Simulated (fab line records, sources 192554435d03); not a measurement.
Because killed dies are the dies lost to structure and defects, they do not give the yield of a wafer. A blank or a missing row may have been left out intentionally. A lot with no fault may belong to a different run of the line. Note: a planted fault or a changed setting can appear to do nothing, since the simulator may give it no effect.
Chamber matching -- flow n5Finfet -- rieDiel-06 running N5_BEOL_M11_STRIP_67: 4 sister chambers
The step strips in CF4. 4 wafers are shown with their chamber, then 7 later ones without.

## EACH WAFER AND ITS CHAMBER
wafer,chamber,showerheadPlenumPTorr (Torr)
L082.1,0,1.85
L087.1,2,1.75
L087.6,3,1.79
L090.5,1,1.82

## WAFERS WHOSE CHAMBER IS MISSING
wafer,showerheadPlenumPTorr (Torr)
L090.6,1.75
L092.2,1.79
L092.3,1.84
L092.5,1.82
L096.3,1.84
L096.5,1.79
L096.6,1.82

## THE CHAMBER EACH PASSED THROUGH
wafer,from the rows above,in truth
L090.6,2,2
L092.2,3,3
L092.3,can't be placed: 0 or 1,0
L092.5,1,1
L096.3,can't be placed: 0 or 1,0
L096.5,3,3
L096.6,1,1
5 of 7 placed correctly. Not placeable from these rows: 2 (in 2, the candidates include the true chamber). Wrongly placed: 0.
How it was worked out, from the rows above alone: a wafer's distance from a chamber is the root of the sum, over the readings, of the square of ((its reading less the chamber's mean) divided by the reading's scatter). The wafer belongs to the nearest chamber; if the next one is less than 2 further off, it can't be placed. Each chamber's mean is taken over the wafers shown for it. The scatter: with one shown wafer a chamber, the root of the mean of the squares of how far each hidden wafer lies from its nearest shown one.
